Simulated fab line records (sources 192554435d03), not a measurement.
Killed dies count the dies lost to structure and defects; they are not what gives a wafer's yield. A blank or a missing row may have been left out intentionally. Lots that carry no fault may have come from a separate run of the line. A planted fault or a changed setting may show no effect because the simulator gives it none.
Matching of chambers / flow n5Finfet / N5_BEOL_M0_CUTY_ETCH_63 on rieDiel-04: 4 sister chambers
The step etches SOC in N2/H2, target depth 82.7 nm, overetch 16.5 nm, time 124 s. 14 wafers are shown with their chamber, then 7 later ones without.

WAFERS, EACH WITH ITS CHAMBER
wafer=L075.3; chamber=0; showerheadPlenumPTorr (Torr)=2.48; drypumpMotorCurrentA (A)=5.9; rfVppV (V)=522.0
wafer=L075.4; chamber=3; showerheadPlenumPTorr (Torr)=2.62; drypumpMotorCurrentA (A)=5.6; rfVppV (V)=524.6
wafer=L075.5; chamber=2; showerheadPlenumPTorr (Torr)=2.60; drypumpMotorCurrentA (A)=5.0; rfVppV (V)=523.3
wafer=L082.1; chamber=0; showerheadPlenumPTorr (Torr)=2.48; drypumpMotorCurrentA (A)=5.8; rfVppV (V)=522.5
wafer=L082.3; chamber=3; showerheadPlenumPTorr (Torr)=2.61; drypumpMotorCurrentA (A)=5.6; rfVppV (V)=526.4
wafer=L082.4; chamber=2; showerheadPlenumPTorr (Torr)=2.60; drypumpMotorCurrentA (A)=5.0; rfVppV (V)=525.3
wafer=L087.3; chamber=2; showerheadPlenumPTorr (Torr)=2.59; drypumpMotorCurrentA (A)=4.9; rfVppV (V)=523.7
wafer=L087.4; chamber=2; showerheadPlenumPTorr (Torr)=2.59; drypumpMotorCurrentA (A)=4.9; rfVppV (V)=523.9
wafer=L087.5; chamber=0; showerheadPlenumPTorr (Torr)=2.47; drypumpMotorCurrentA (A)=5.9; rfVppV (V)=521.7
wafer=L088.1; chamber=2; showerheadPlenumPTorr (Torr)=2.59; drypumpMotorCurrentA (A)=5.0; rfVppV (V)=526.6
wafer=L088.2; chamber=1; showerheadPlenumPTorr (Torr)=2.73; drypumpMotorCurrentA (A)=5.1; rfVppV (V)=528.3
wafer=L088.5; chamber=1; showerheadPlenumPTorr (Torr)=2.73; drypumpMotorCurrentA (A)=5.2; rfVppV (V)=528.3
wafer=L089.2; chamber=1; showerheadPlenumPTorr (Torr)=2.73; drypumpMotorCurrentA (A)=5.2; rfVppV (V)=528.4
wafer=L089.5; chamber=2; showerheadPlenumPTorr (Torr)=2.59; drypumpMotorCurrentA (A)=5.0; rfVppV (V)=525.4

SIGNATURES, as means of the wafers listed above
reading=showerheadPlenumPTorr; chamber 0=2.4767; chamber 1=2.7300; chamber 2=2.5933; chamber 3=2.6150; scatter within a chamber=0.005
reading=drypumpMotorCurrentA; chamber 0=5.867; chamber 1=5.167; chamber 2=4.967; chamber 3=5.600; scatter within a chamber=0.0516
reading=rfVppV; chamber 0=522.067; chamber 1=528.333; chamber 2=524.700; chamber 3=525.500; scatter within a chamber=1
Rule: a wafer's distance from a chamber is the root of the sum, over the readings, of the square of ((its reading less the chamber's mean) divided by the reading's scatter). The wafer belongs to the nearest chamber; if the next one is less than 2 further off, it can't be placed. How the scatter is found: for the shown wafers, subtract from each reading the mean of its chamber, square and add these, divide the total by (wafers less chambers), then take the root.

WAFERS WITHOUT THEIR CHAMBER
wafer=L089.6; showerheadPlenumPTorr (Torr)=2.61; drypumpMotorCurrentA (A)=5.6; rfVppV (V)=525.4
wafer=L091.1; showerheadPlenumPTorr (Torr)=2.73; drypumpMotorCurrentA (A)=5.2; rfVppV (V)=528.1
wafer=L091.3; showerheadPlenumPTorr (Torr)=2.59; drypumpMotorCurrentA (A)=5.0; rfVppV (V)=525.4
wafer=L091.6; showerheadPlenumPTorr (Torr)=2.47; drypumpMotorCurrentA (A)=5.9; rfVppV (V)=521.6
wafer=L092.1; showerheadPlenumPTorr (Torr)=2.59; drypumpMotorCurrentA (A)=5.0; rfVppV (V)=525.5
wafer=L092.2; showerheadPlenumPTorr (Torr)=2.73; drypumpMotorCurrentA (A)=5.2; rfVppV (V)=528.2
wafer=L092.5; showerheadPlenumPTorr (Torr)=2.60; drypumpMotorCurrentA (A)=5.6; rfVppV (V)=524.9

WHICH CHAMBER EACH ONE RAN IN
wafer=L089.6; from the rows above=3; in truth=3
wafer=L091.1; from the rows above=1; in truth=1
wafer=L091.3; from the rows above=2; in truth=2
wafer=L091.6; from the rows above=0; in truth=0
wafer=L092.1; from the rows above=2; in truth=2
wafer=L092.2; from the rows above=1; in truth=1
wafer=L092.5; from the rows above=3; in truth=3
Correctly placed: 7 of 7. Can't be placed from these rows: 0. Placed wrongly: 0.
